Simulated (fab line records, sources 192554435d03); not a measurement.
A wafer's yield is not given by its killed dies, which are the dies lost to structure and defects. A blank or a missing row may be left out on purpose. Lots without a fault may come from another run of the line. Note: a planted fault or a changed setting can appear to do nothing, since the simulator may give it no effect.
Which of the tools did it? -- flow n5_finfet -- 12 lots, 36 wafers sampled, at 4 steps of a route of 1938

WHAT THE GAUGES SHOWED, per wafer
N5_BEOL_M10_CD_MEAS_11: target cd 64.1 nm.
lot,measured,on,cd_nm (nm)
L075,day 10 15:48,cd_sem-02,64.3 64.6 64.7
L078,day 10 19:22,cd_sem-01,63.6 64.4 64.7
L081,day 11 06:16,cd_sem-01,64.1 63.1 64.5
L080,day 11 17:31,cd_sem-01,65.3 64.6 65.0
L083,day 12 06:58,cd_sem-01,62.9 63.7 65.4
L088,day 13 07:10,cd_sem-01,63.5 63.6 64.0
L086,day 13 12:08,cd_sem-02,64.3 62.5 63.7
L089,day 14 07:04,cd_sem-02,63.5 62.9 64.8
L092,day 14 08:49,cd_sem-03,63.7 63.7 64.5
L093,day 14 16:35,cd_sem-03,63.9 64.7 64.2
L097,day 15 13:24,cd_sem-01,63.5 64.7 64.6
L095,day 15 17:44,cd_sem-03,64.2 65.5 64.3

WHAT TOOL EACH LOT RAN ON (gives the tool, then ch and the chambers of the sampled wafers, and finally the start)
lot,N5_BEOL_M9_DEGAS_44,N5_BEOL_M9_SPUTTER_48,N5_BEOL_M9_CMP_52
L075,"pvd_sputter-03, day 10 12:01","pvd_sputter-01, day 10 12:53","cmp-02 ch 0,1,2, day 10 13:38"
L078,"pvd_sputter-02, day 10 15:59","pvd_sputter-03, day 10 17:10","cmp-04 ch 0,3, day 10 17:44"
L081,"pvd_sputter-02, day 11 01:46","pvd_sputter-01, day 11 02:59","cmp-03 ch 0,2,3, day 11 03:50"
L080,"pvd_sputter-03, day 11 13:35","pvd_sputter-01, day 11 14:12","cmp-03 ch 1,2,3, day 11 15:28"
L083,"pvd_sputter-01, day 12 01:59","pvd_sputter-03, day 12 02:49","cmp-04 ch 1,2,3, day 12 03:42"
L088,"pvd_sputter-01, day 13 04:04","pvd_sputter-02, day 13 04:53","cmp-03 ch 1,2, day 13 05:33"
L086,"pvd_sputter-03, day 13 06:32","pvd_sputter-01, day 13 07:10","cmp-02 ch 0,1,3, day 13 07:52"
L089,"pvd_sputter-03, day 14 02:30","pvd_sputter-02, day 14 03:24","cmp-04 ch 1,2, day 14 03:56"
L092,"pvd_sputter-03, day 14 05:13","pvd_sputter-02, day 14 05:58","cmp-04 ch 0,1,2, day 14 06:29"
L093,"pvd_sputter-03, day 14 12:18","pvd_sputter-03, day 14 13:26","cmp-03 ch 1,2, day 14 13:58"
L097,"pvd_sputter-03, day 15 08:50","pvd_sputter-03, day 15 09:32","cmp-03 ch 0,1,3, day 15 10:18"
L095,"pvd_sputter-03, day 15 13:44","pvd_sputter-03, day 15 14:25","cmp-03 ch 2,3, day 15 15:00"
- N5_BEOL_M9_DEGAS_44: time 60 s.
- N5_BEOL_M9_SPUTTER_48: material Cu, target thk 12 nm, time 2 s.
- N5_BEOL_M9_CMP_52: polishes, stops on SiCOH lowk, t overpolish 7 s, target thk 140 nm.

THE ANSWER, worked out from the rows above alone
Rule: the lots themselves supply what counts as usual. Put in order of their means at a reading, lots are off if they are a third of the lots or fewer, leave a main group of 4 or more, and stand apart from it by a gap of 3 or more times the standard deviation of the main group's means; of several such gaps the widest counts. A main group whose means are all the same, to the digits that the tables above print for the reading, isn't used. Also off: a lot with no number at a reading for which 4 or more lots have one. All remaining lots with rows at the step are treated as sound.
Across all readings shown, no lot is off: no conclusion can be drawn from this.

WHAT THE SIMULATOR PUT IN
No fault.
